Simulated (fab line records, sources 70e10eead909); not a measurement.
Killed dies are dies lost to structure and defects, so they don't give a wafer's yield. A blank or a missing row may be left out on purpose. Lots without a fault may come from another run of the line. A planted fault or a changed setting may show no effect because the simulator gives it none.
fab line records | flow nand_harc
record lots=7 wafers=21 last_day=33
route steps=1302 shown A_CONTACT@1073 END@1302
lots that met no fault: from a run of the same line without faults
start_h: hours from the record's first day to the start of the lot's first wafer shown | wait_h: hours since the lot's step before | " the same as in the row above | L1.1+2: a row that stands for several wafers | - no value, or no start given | * or withheld: withheld | < > ~ a bound
route shown NAME@n: a module of which the file shows steps, and the number in the route of the first | usual: mean/standard deviation of fault-free wafers | same: alike in all rows | chamber/n: place in a boat | sites: the reading at each site | _std_site: their standard deviation | _edge_site: outer sites' mean less inner sites' | radius_mm: how far each site lies from the wafer's centre | mask NAME#n: copy n | behind: the tool/chamber that last shaped the wafer | hold: why the lot was held/for how many hours/how that ended | device: the transistor (n, p or np) that didn't switch | end of line: the same wafers' tests at the end of the route | a step without rows: its recipe alone | killed: dies lost to structure and defects at the first sort, not the wafer's yield | map: a wafer's dies, x killed, . not, _ none there
set.NAME: the setting as run; set.NAME@STEP: as run at that earlier step | model.NAME: the simulator's own value behind a step, which no gauge read
lots at some steps of the route; a table a step, a row a wafer
services: from which hour (start_h, from the record's first day; less than 0 if before it) a tool's chamber was out of use, for how many hours, and why
## steps
# step NHARC_A_CONTACT_SOFTBAKE_03
# recipe temp_c=105 time_s=55
# step NHARC_A_CONTACT_EBR_04
# step NHARC_A_CONTACT_EXPOSE_05
# recipe na=1.35 sigma_outer=0.8 dose_mj=84.24 mask_id=A_CC
# step NHARC_A_CONTACT_PEB_06
# recipe peb_temp_c=100 peb_time_s=65
# step NHARC_A_CONTACT_DEVELOP_07
# recipe develop_time_s=35 dev_temp_c=23
# step NHARC_A_CONTACT_CD_MEAS_08
# recipe target_cd_nm=200 landing_energy_ev=500
# usual cd_nm=200.0/0.65
# columns lot.wafer tool chamber start_h wait_h cd_nm
L816.1 cd_sem-01 0 526.45 - 200.4
L816.5 " 0 " " 199.8
L816.6 " 0 " " 200.8
L820.1 cd_sem-02 0 587.99 - 199.2
L820.2 " 0 " " 199.9
L820.4 " 0 " " 200.8
L832.1 cd_sem-02 0 693.40 - 199.3
L832.2 " 0 " " 199.6
L832.3 " 0 " " 199.3
L833.1 cd_sem-02 0 695.01 - 200.0
L833.2 " 0 " " 200.2
L833.3 " 0 " " 199.4
L834.2 cd_sem-03 0 708.66 - 200.9
L834.3 " 0 " " 200.6
L834.6 " 0 " " 199.2
L835.2 cd_sem-03 0 711.38 - 200.6
L835.3 " 0 " " 199.4
L835.6 " 0 " " 199.7
L838.2 cd_sem-02 0 738.43 - 199.9
L838.5 " 0 " " 199.4
L838.6 " 0 " " 200.0
# step NHARC_A_CONTACT_OVL_MEAS_09
# usual overlay_x_nm=-0.1/1.1 overlay_y_nm=0.0/0.92
# columns lot.wafer tool chamber start_h wait_h overlay_x_nm overlay_y_nm
L816.1 overlay-01 - 526.53 - 0.0 -0.3
L816.5 " - " " -0.6 -0.3
L816.6 " - " " -0.6 -0.8
L820.1 overlay-02 - 588.08 - -0.7 0.8
L820.2 " - " " -0.1 0.5
L820.4 " - " " -0.3 0.6
L832.1 overlay-02 - 693.49 - -1.1 0.3
L832.2 " - " " -1.0 -0.1
L832.3 " - " " -1.7 0.0
L833.1 overlay-02 - 695.10 - -1.1 -0.3
L833.2 " - " " -1.8 -1.1
L833.3 " - " " -1.5 -0.5
L834.2 overlay-01 - 708.75 - -2.3 0.3
L834.3 " - " " -1.7 1.4
L834.6 " - " " -2.3 0.3
L835.2 overlay-02 - 711.46 - -0.6 1.9
L835.3 " - " " -0.8 1.4
L835.6 " - " " -1.0 1.7
L838.2 overlay-02 - 738.51 - -0.9 0.1
L838.5 " - " " -0.1 0.8
L838.6 " - " " -0.7 1.0
# step NHARC_A_CONTACT_INSPECT_10
# usual raw_defect_count=89/34
# columns lot.wafer tool chamber start_h wait_h raw_defect_count
L816.1 defect_inspect-01 - 526.57 0.0 126
L816.5 " - " " 128
L816.6 " - " " 146
L820.1 defect_inspect-02 - 588.11 0.0 80
L820.2 " - " " 86
L820.4 " - " " 84
L832.1 defect_inspect-01 - 693.52 0.0 117
L832.2 " - " " 91
L832.3 " - " " 113
L833.1 defect_inspect-01 - 695.14 0.0 100
L833.2 " - " " 86
L833.3 " - " " 79
L834.2 defect_inspect-02 - 708.78 0.0 83
L834.3 " - " " 68
L834.6 " - " " 77
L835.2 defect_inspect-02 - 711.50 0.0 78
L835.3 " - " " 58
L835.6 " - " " 66
L838.2 defect_inspect-02 - 738.55 0.0 60
L838.5 " - " " 63
L838.6 " - " " 67
# step NHARC_A_CONTACT_DESCUM_13
# recipe time_s=3 o2_flow_sccm=200 ar_flow_sccm=0 bias_power_w=0 chemistry=O2
# usual drypump_motor_current_A=5.7/0.45 oes_product_au=1.002/0.011 rf_vpp_V=57.7/0.99 showerhead_plenum_p_Torr=1.92/0.097 throttle_valve_pct=11.311/0.0085
# same time_s=3
# columns lot.wafer tool chamber start_h wait_h drypump_motor_current_A oes_product_au rf_hours_counter_h rf_vpp_V showerhead_plenum_p_Torr throttle_valve_pct
L816.1 rie_diel-06 0 526.65 0.1 5.8 0.989 7 57.7 2.07 11.303
L816.6 " 2 " " 5.8 0.987 - 57.5 1.89 11.302
L816.5 " 3 " " 5.1 0.983 - 57.3 1.85 11.299
L820.4 rie_diel-02 2 588.17 0.1 6.0 1.012 1 58.8 1.83 11.281
L820.1 " 3 " " 6.6 1.016 1 58.0 2.04 11.303
L820.2 " 1 " " 6.1 1.017 2 57.1 1.89 11.320
L832.1 rie_diel-02 1 693.58 0.1 6.1 1.019 37 58.6 1.88 11.325
L832.2 " 2 " " 6.0 1.011 35 60.2 1.82 11.316
L832.3 " 0 " " 5.7 1.007 41 56.3 2.00 11.317
L833.1 rie_diel-02 2 695.20 0.1 6.0 1.011 36 58.5 1.82 11.321
L833.2 " 0 " " 5.7 1.008 42 59.1 2.00 11.316
L833.3 " 1 " " 6.2 1.016 37 57.4 1.88 11.308
L834.3 rie_diel-02 0 708.85 0.1 5.8 1.003 45 57.5 2.00 11.324
L834.2 " 2 " " 6.0 1.001 40 58.6 1.82 11.310
L834.6 " 0 " " 5.8 1.001 - 56.7 2.00 11.323
L835.2 rie_diel-09 0 711.56 0.1 5.2 1.004 7 56.8 1.80 11.313
L835.3 " 2 " " 5.3 1.001 6 57.8 2.02 11.312
L835.6 " 0 " " 5.2 1.020 - 57.5 1.80 11.300
L838.2 rie_diel-06 0 738.62 0.1 5.8 0.998 8 58.8 2.06 11.324
L838.5 " 3 " " 5.1 1.003 - 57.4 1.84 11.289
L838.6 " 0 " " 5.8 1.003 - 59.5 2.06 11.313
# step NHARC_A_CONTACT_ETCH_88
# recipe target_depth_a=390 over_etch_frac=0.3 time_s=65 ion_energy_ev=80 cf4_flow_sccm=150 ar_flow_sccm=0 rf_w=300 bias_w=100 chemistry=CF4
# usual drypump_motor_current_A=5.8/0.45 oes_product_au=1.002/0.011 rf_vpp_V=151.4/1.2 run_length_s=86.2/0.46 showerhead_plenum_p_Torr=1.78/0.085 throttle_valve_pct=13.284/0.0092
# same time_s=65
# columns lot.wafer tool chamber start_h wait_h drypump_motor_current_A oes_product_au rf_hours_counter_h rf_vpp_V run_length_s showerhead_plenum_p_Torr throttle_valve_pct
L816.1 rie_diel-06 3 526.74 0.1 5.1 0.986 6 149.2 85.8 1.71 13.277
L816.6 " 0 " " 5.8 0.999 - 153.0 86.8 1.91 13.290
L816.5 " 1 " " 5.2 1.002 - 150.1 85.8 1.70 13.285
L820.1 rie_diel-02 3 588.27 0.1 6.6 1.019 1 150.9 86.7 1.88 13.270
L820.2 " 0 " " 5.8 1.012 2 152.7 86.9 1.86 13.295
L820.4 " 1 " " 6.2 1.019 2 151.8 86.0 1.75 13.274
L832.1 rie_diel-02 0 693.69 0.1 5.7 1.008 41 153.2 86.8 1.85 13.277
L832.2 " 1 " " 6.1 1.016 37 149.9 86.2 1.74 13.299
L832.3 " 2 " " 6.0 1.012 35 150.9 85.6 1.69 13.270
L833.2 rie_diel-02 2 695.28 0.1 6.0 1.015 36 150.1 85.4 1.69 13.276
L833.1 " 0 " " 5.8 1.004 42 151.9 86.2 1.85 13.289
L833.3 " 1 " " 6.1 1.008 37 150.8 86.3 1.74 13.284
L834.3 rie_diel-02 0 708.93 0.1 5.8 1.001 45 150.9 86.5 1.84 13.305
L834.2 " 2 " " 6.0 1.006 40 149.9 85.5 1.69 13.280
L834.6 " 1 " " 6.1 1.018 - 152.7 86.1 1.74 13.279
L835.3 rie_diel-09 0 711.64 0.1 5.2 1.001 7 149.7 86.7 1.67 13.285
L835.2 " 3 " " 6.4 0.993 6 152.5 86.8 1.91 13.290
L835.6 " 1 " " 5.7 0.987 - 153.0 85.8 1.84 13.272
L838.2 rie_diel-06 1 738.71 0.1 5.2 0.990 8 150.1 86.4 1.69 13.289
L838.5 " 3 " " 5.1 1.007 - 151.1 85.9 1.70 13.283
L838.6 " 0 " " 5.8 0.989 - 152.8 86.7 1.90 13.283
# step NHARC_A_CONTACT_ETCH_89
# recipe target_depth_a=2600 over_etch_frac=0.3 time_s=475.3 ion_energy_ev=200 n2_flow_sccm=150 h2_flow_sccm=150 ar_flow_sccm=0 rf_w=400 bias_w=150 chemistry=N2/H2
# usual drypump_motor_current_A=5.7/0.43 h2_flow_sccm=149.9/0.48 oes_product_au=1.004/0.013 rf_vpp_V=430.6/2.9 run_length_s=496.5/0.43 showerhead_plenum_p_Torr=2.04/0.1 throttle_valve_pct=14.171/0.0087
# same time_s=475.3
# columns lot.wafer tool chamber start_h wait_h drypump_motor_current_A h2_flow_sccm oes_product_au rf_hours_counter_h rf_vpp_V run_length_s showerhead_plenum_p_Torr throttle_valve_pct
L816.1 rie_diel-06 1 - - 5.2 149.9 1.003 3 428.8 495.8 1.95 14.171
L816.6 " 1 " " 5.2 150.3 1.011 - 428.9 496.1 1.95 14.171
L816.5 " 2 " " 5.8 150.8 0.985 - 430.8 496.7 2.02 14.162
L820.2 rie_diel-02 1 - - 6.1 149.7 1.018 2 429.7 496.6 2.02 14.166
L820.4 " 3 " " 6.6 149.9 1.010 1 434.0 496.3 2.18 14.179
L820.1 " 0 " " 5.7 149.6 1.001 2 432.0 497.2 2.15 14.162
L832.3 rie_diel-02 2 - - 6.1 149.3 1.023 35 427.0 495.9 1.94 14.166
L832.1 " 0 " " 5.7 149.4 1.002 42 431.6 496.8 2.14 14.183
L832.2 " 1 " " 6.1 150.3 1.046 37 429.5 496.3 2.01 14.173
L833.3 rie_diel-02 3 - - 6.6 150.4 1.032 40 434.1 496.2 2.17 14.173
L833.1 " 0 " " 5.8 149.7 1.011 42 433.4 496.8 2.14 14.152
L833.2 " 1 " " 6.1 149.7 1.033 37 428.2 496.5 2.01 14.175
L834.2 rie_diel-02 1 - - 6.2 149.9 1.023 40 429.9 496.6 2.01 14.175
L834.3 " 3 " " 6.6 149.7 1.029 44 434.8 496.3 2.16 14.165
L834.6 " 0 " " 5.7 150.1 0.999 - 433.2 497.2 2.14 14.162
L835.3 rie_diel-09 0 - - 5.2 150.8 1.017 7 427.2 496.5 1.91 14.160
L835.2 " 1 " " 5.8 149.6 0.990 8 433.6 496.2 2.13 14.161
L835.6 " 1 " " 5.8 149.9 0.994 - 433.8 496.1 2.13 14.169
L838.2 rie_diel-06 2 - - 5.8 150.0 1.007 8 430.4 497.2 2.01 14.137
L838.6 " 2 " " 5.8 149.9 1.006 - 429.7 497.5 2.01 14.183
L838.5 " 3 " " 5.1 149.9 1.011 - 428.6 496.5 1.96 14.178
# step NHARC_A_CONTACT_ETCH_30
# recipe target_depth_a=726 time_s=36.3 cf4_flow_sccm=100 chf3_flow_sccm=30 ar_flow_sccm=0 rf_w=500 bias_w=200 chemistry=CF4/CHF3
# usual drypump_motor_current_A=5.8/0.45 oes_product_au=0.935/0.021 rf_vpp_V=370.7/2.7 run_length_s=57.5/0.46 showerhead_plenum_p_Torr=1.58/0.077 throttle_valve_pct=16.803/0.0095
# same time_s=36.3
# columns lot.wafer tool chamber start_h wait_h drypump_motor_current_A oes_product_au rf_hours_counter_h rf_vpp_V run_length_s showerhead_plenum_p_Torr throttle_valve_pct
L816.1 rie_diel-06 2 - - 5.8 0.916 6 369.8 57.8 1.56 16.812
L816.5 " 3 " " 5.1 0.917 - 369.0 57.2 1.52 16.800
L816.6 " 0 " " 5.8 0.926 - 375.4 57.6 1.70 16.809
L820.2 rie_diel-02 3 - - 6.5 0.979 1 374.4 57.5 1.67 16.810
L820.1 " 0 " " 5.7 0.973 2 373.3 57.6 1.65 16.814
L820.4 " 1 " " 6.2 1.006 2 369.8 57.7 1.56 16.816
L832.1 rie_diel-02 2 - - 6.0 0.940 35 367.3 56.9 1.50 16.807
L832.2 " 0 " " 5.7 0.927 42 373.9 57.8 1.64 16.818
L832.3 " 1 " " 6.1 0.945 37 370.3 57.2 1.55 16.804
L833.1 rie_diel-02 1 - - 6.1 0.952 38 371.0 57.2 1.55 16.808
L833.2 " 2 " " 6.0 0.943 36 368.1 57.0 1.50 16.819
L833.3 " 0 " " 5.7 0.942 43 372.1 57.6 1.64 16.801
L834.2 rie_diel-02 2 - - 6.0 0.925 40 368.8 56.8 1.50 16.801
L834.3 " 0 " " 5.8 0.933 46 373.7 57.7 1.64 16.787
L834.6 " 3 " " 6.6 0.937 - 372.8 57.6 1.66 16.810
L835.2 rie_diel-09 3 - - 6.4 0.979 6 376.1 58.2 1.70 16.816
L835.3 " 1 " " 5.7 0.958 8 372.3 57.4 1.64 16.799
L835.6 " 3 " " 6.4 0.991 - 375.6 58.3 1.70 16.803
L838.2 rie_diel-06 0 - - 5.8 0.918 8 375.3 57.5 1.69 16.811
L838.6 " 0 " " 5.8 0.909 - 374.8 57.8 1.69 16.805
L838.5 " 1 " " 5.2 0.902 - 369.0 57.2 1.50 16.799
# step NHARC_A_CONTACT_ETCH_31
# recipe target_depth_a=28000 over_etch_frac=0.3 time_s=728 ion_energy_ev=150 o2_flow_sccm=400 cos_flow_sccm=20 ar_flow_sccm=0 rf_w=500 bias_w=300 chemistry=O2/COS
# usual drypump_motor_current_A=5.8/0.45 oes_product_au=1.002/0.011 rf_vpp_V=314.4/2.4 run_length_s=749.2/0.43 showerhead_plenum_p_Torr=3.14/0.16 throttle_valve_pct=28.332/0.0093
# columns lot.wafer tool chamber start_h wait_h drypump_motor_current_A oes_product_au rf_hours_counter_h rf_vpp_V run_length_s showerhead_plenum_p_Torr throttle_valve_pct
L816.1 rie_diel-06 2 527.39 - 5.8 0.986 6 313.4 749.8 3.09 28.341
L816.5 " 3 " " 5.2 0.983 - 312.4 748.9 3.02 28.340
L816.6 " 0 " " 5.8 0.993 - 318.8 749.2 3.37 28.330
L820.4 rie_diel-02 3 588.77 - 6.6 1.017 1 316.6 749.0 3.32 28.330
L820.1 " 1 " " 6.2 1.021 2 315.1 749.0 3.09 28.330
L820.2 " 2 " " 6.0 1.003 1 311.7 748.4 3.00 28.339
L832.1 rie_diel-02 0 694.29 - 5.7 0.995 42 315.3 749.3 3.26 28.326
L832.2 " 1 " " 6.2 1.033 37 313.3 748.9 3.08 28.331
L832.3 " 2 " " 6.0 1.007 36 312.1 560.3 2.98 28.339
L833.1 rie_diel-02 0 695.85 - 5.8 0.998 43 316.1 749.3 3.26 28.322
L833.3 " 1 " " 6.2 1.023 38 313.3 560.5 3.08 28.328
L833.2 " 2 " " 6.1 1.016 36 311.5 748.7 2.98 28.328
L834.2 rie_diel-02 3 709.48 - 6.6 1.021 44 317.7 748.9 3.30 28.301
L834.3 " 1 " " 6.1 1.017 41 313.9 560.6 3.07 28.319
L834.6 " 0 " " 5.7 1.001 - 317.1 560.7 3.26 28.339
L835.3 rie_diel-09 3 712.21 - 6.4 1.001 6 317.4 750.2 3.37 28.336
L835.2 " 1 " " 5.7 0.986 8 316.2 748.6 3.25 28.338
L835.6 " 3 " " 6.4 1.012 - 317.4 750.1 3.37 28.326
L838.2 rie_diel-06 2 739.20 - 5.8 1.004 9 313.4 749.5 3.08 28.323
L838.5 " 2 " " 5.8 1.000 - 313.4 749.6 3.08 28.340
L838.6 " 3 " " 5.1 1.007 - 311.5 748.7 3.00 28.321
# step NHARC_A_CONTACT_ETCH_134
# recipe source_w=withheld pressure_mtorr=20 bias_v=withheld time_s=140 target_depth_a=7000 ar_flow_sccm=withheld c4f8_flow_sccm=withheld o2_flow_sccm=withheld chemistry=C4F8/O2/Ar
# usual run_length_s=140.8/0.43
# same time_s=140
# columns lot.wafer tool chamber start_h wait_h rf_hours_counter_h run_length_s
L816.1 har_cap_etch-02 1 527.76 - 88 141.2
L816.5 " 1 " " - 140.7
L816.6 " 0 " " - 140.9
L820.1 har_cap_etch-03 0 589.30 - 57 140.4
L820.2 " 1 " " 57 140.4
L820.4 " 1 " " - 140.6
L832.1 har_cap_etch-02 0 694.93 - 115 140.4
L832.2 " 1 " " 115 140.8
L832.3 " 0 " " - 140.5
L833.2 har_cap_etch-03 1 696.32 - 77 141.0
L833.1 " 0 " " 77 140.3
L833.3 " 1 " " - 141.1
L834.2 har_cap_etch-03 1 710.05 - 78 141.0
L834.3 " 1 " " - 141.1
L834.6 " 1 " " - 140.5
L835.2 har_cap_etch-02 1 712.69 - 118 141.1
L835.3 " 0 " " - 140.8
L835.6 " 1 " " - 140.8
L838.2 har_cap_etch-01 1 739.73 - 44 141.4
L838.5 " 1 " " - 141.3
L838.6 " 0 " " - 141.8
# step NHARC_END_SORT_01
# recipe temp_c=25
# usual killed_at_array=64/20 killed_at_other=0.7/1.1 killed_at_periphery=3.6/2.7 killed_dies=68/20 killed_open=2.8/1.9 killed_short=2.3/1.5
# same gross_dies=677
# columns lot.wafer tool chamber start_h wait_h killed_at_array killed_at_other killed_at_periphery killed_dies killed_open killed_short
L833.3 prober-02 0 747.62 3.1 637 1 5 643 1 2
L832.3 prober-01 0 747.62 3.1 662 0 2 664 2 1
L834.3 prober-01 0 763.76 3.1 646 1 5 652 3 2
L834.6 prober-01 0 766.18 4.0 653 0 4 657 1 2
# killed by level:class
L833.3 A_CONTACT:area_etch=582 A_SLIT:chamber_film_flake=27 A_CHANNEL_HOLE_D1:chamber_film_flake=10 A_STAIRCASE:chamber_film_flake=8 P_GATE:chamber_film_flake=4 A_CONTACT:chamber_film_flake=4 A_CHANNEL_FILL_D2:geometric_particle:short=1 A_BLC:geometric_particle:open=1
L832.3 A_CONTACT:area_etch=575 A_CHANNEL_HOLE_D1:chamber_film_flake=35 A_CHANNEL_HOLE_D2:chamber_film_flake=28 A_CONTACT:chamber_film_flake=12 A_SLIT:chamber_film_flake=6 P_STI:chamber_film_flake=2 A_WL_FILL:chamber_film_flake=2 A_ONON_D1:geometric_particle:short=1
L834.3 A_CONTACT:area_etch=592 A_SLIT:chamber_film_flake=29 A_CHANNEL_HOLE_D1:chamber_film_flake=15 A_STAIRCASE:chamber_film_flake=4 P_M0:chamber_film_flake=3 P_GATE:geometric_particle:open=1 A_ONON_D1:geometric_particle:open=1 A_WL_FILL:geometric_particle:short=1
L834.6 A_CONTACT:area_etch=600 A_SLIT:chamber_film_flake=29 A_CHANNEL_HOLE_D1:chamber_film_flake=12 A_CONTACT:chamber_film_flake=6 P_M0:chamber_film_flake=3 A_CHANNEL_FILL_D2:geometric_particle:short=2 A_ONON_D2:geometric_particle:open=1 P_STI:chamber_film_flake=1
# map L832.3 (x killed, . not)
____________x____________
_________xxxxxxx_________
_______xxxxxxxxxxx_______
______xxxxxxxxxxxxx______
_____xxxxxxxxxxxxxxx_____
____xxxxxxxxxxxxxxxxx____
____xxxxxxxxxxxxxxxxx____
___xxxxxxxxxxxxxxxxxxx___
___xxxxxxxxxxxxxxxxxxx___
__xxxxxxxxxxxxxxxxxxxxx__
__xxxxxxxxxxxxxxxxxxxxx__
_xxxxxxxxxxxxxxxxx.xxxxx_
_xxxxxxxxxxxxxxxxxxxxxxx_
_xxxxxxxxxxxxxxxxxxxxxxx_
_xxxxxxxxxxxxxxxxxxxxxxx_
_.xxxxxxxxxxxxxxxxxxxxxx_
xxxxxxxxxxxxxxxxxxxxxxxxx
xx.xxxxxxxxxxxxxxxxxxxxxx
xxxxxxxxxxxxxxxxxxxxxxxxx
x.xxxxxxxxxxxxxxxxxxxxxxx
xxxxxxxxxxxxxxxxxxxxxxxxx
_xxxxxxxxxxxxxxxxxxxxxxx_
_xxxxxxxxxxxxxxxxxxxxxxx_
_xxxxxxxxxxxxxxxxxxxxxxx_
_xxxxxxxxxxxxxxxxxxxxxxx_
_xxxxxxxxxxxxxxxxxxxxxxx_
__xx.xxxxxxxxxxxxxxxxxx__
__.xxxxxxxx.xxxxxxxxxxx__
___xx.x.xxxxxxxxxxxxxx___
___xxxxxxxxxxxxxxxx.xx___
____xxxxxxxxxxxxxxxxx____
____.xxxxxxxxxxxxxxxx____
_____.xxxxxxxxxxxxxx_____
______xxxxxxxxxxxxx______
_______xxxxxxxxxxx_______
_________xxxxx.x_________
____________x____________
# map L833.3 (x killed, . not)
____________x____________
_________xxxxxxx_________
_______xxxxxxxxxxx_______
______xxxxxxxxxxxxx______
_____xxxxxxxxxxxxxxx_____
____xxxxxxxxxxxxxxxxx____
____xxxxxxxxxxxxxxxxx____
___xxxxxxxxxxxxxxxxxxx___
___xxxxxxxxxxxxxxxxxxx___
__xxxxxxxxxxx.xxxxxxxxx__
__xxxxxxxxxxxxxxxxxx.xx__
_xxxxxxxxxxxxxxxxxxxxxxx_
_xxxxxxxxxxxxxxxxxxxxxxx_
_xxxxxxxxxxxxxxxxxxxxxxx_
_xxxxxxxxxxxxx..xxxxxxxx_
_xxxxxxxxxxxxxxxxxxxxxxx_
xxxxxxxxx.x.xxxxx.xxxxxxx
xxxxxxxxxxxxxxx.xxxxxxxxx
xxxxxxxxxxxxxxx.xxx.xxxxx
xxxxxxx.xxxx..x.xxxxxxxxx
xxxxxxxxxxxx.xxxx..xxxxxx
_xxxxxxxxxxxxxxxxxxxxxxx_
_xxxxxxxxxxxxxx.xxxxxxxx_
_xxxxxxxxxxx.xxxxxxxxxxx_
_xxxxxxxxxxx.x.xxxxxxxxx_
_xxxxxxxxxxxxx.xxxx.xxxx_
__xxxxx.xx..xxxxxxxxxxx__
__xxxxxxxxxx..xxxx..xxx__
___xxxxxxxxxx.xxxxxxxx___
___xxxxxxxxxxxxxxxxxxx___
____xxxx.xxxxxxxxxxxx____
____xxxxxxxxxxxxxxxxx____
_____xxxxxxx.xxx.xxx_____
______xxxxxxxxxxxxx______
_______xxxxxxxxxxx_______
_________xxxxxxx_________
____________x____________
## services
# columns tool chamber start_h hours kind
rie_diel-02 0 505.58 - clean
rie_diel-02 1 505.58 - clean
rie_diel-02 2 505.58 - clean
rie_diel-02 3 505.58 - clean
rie_diel-06 1 506.86 6.1 repair
rie_diel-02 0 530.08 - clean
rie_diel-02 1 530.08 - clean
rie_diel-02 2 530.08 - clean
rie_diel-02 3 530.08 - clean
har_cap_etch-03 - 549.22 1.5 repair
rie_diel-06 2 550.43 13.4 repair
rie_diel-06 - 559.49 0.5 repair
rie_diel-02 - 572.90 9.0 pm
rie_diel-06 - 600.79 1.0 repair
rie_diel-09 0 627.47 2.9 repair
rie_diel-02 - 642.04 1.2 repair
rie_diel-06 - 666.76 9.0 pm
rie_diel-09 - 674.21 9.0 pm
rie_diel-02 3 691.66 2.9 repair
rie_diel-02 - 707.07 0.2 repair
rie_diel-06 2 711.45 9.1 repair
rie_diel-09 1 720.68 1.7 repair
rie_diel-09 1 724.68 3.9 repair
har_cap_etch-03 - 737.93 2.0 repair
## key
first_sign step=NHARC_A_CONTACT_ETCH_31 reading=run_length_s direction=down sigmas=99+ usual=* struck=*
effect step=NHARC_END_SORT_01 reading=killed_dies direction=up sigmas=30 usual=68 struck=654
more_kills_born_at NHARC_A_CONTACT_ETCH_31@rie_diel-02=2349
met_at NHARC_A_CONTACT_ETCH_31
struck_wafers L832.3,L833.3,L834.3,L834.6
later_rows_left_out L832.3,L833.3,L834.3,L834.6
tester_left_out L832,L833,L834
onset_between 588.77 694.29
fault kind=process_parameter_drift tool=rie_diel-02 chamber=- onset_h=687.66 steps=NHARC_A_CONTACT_ETCH_31 channel=time_s offset=* shape=step end_h=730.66 scope=struck_wafers_only acts_in=* stated=*
# tester_left_out: of these lots the tester's yield and bins aren't shown, on N5 and GAA mostly nor the transistor test; their killed dies are dies lost to structure and defects alone, not to doping, threshold or leakage, so they don't give the yield
# later_rows_left_out: the simulator's readings of these wafers behind a module that went badly wrong aren't trusted and aren't shown, but for the sort
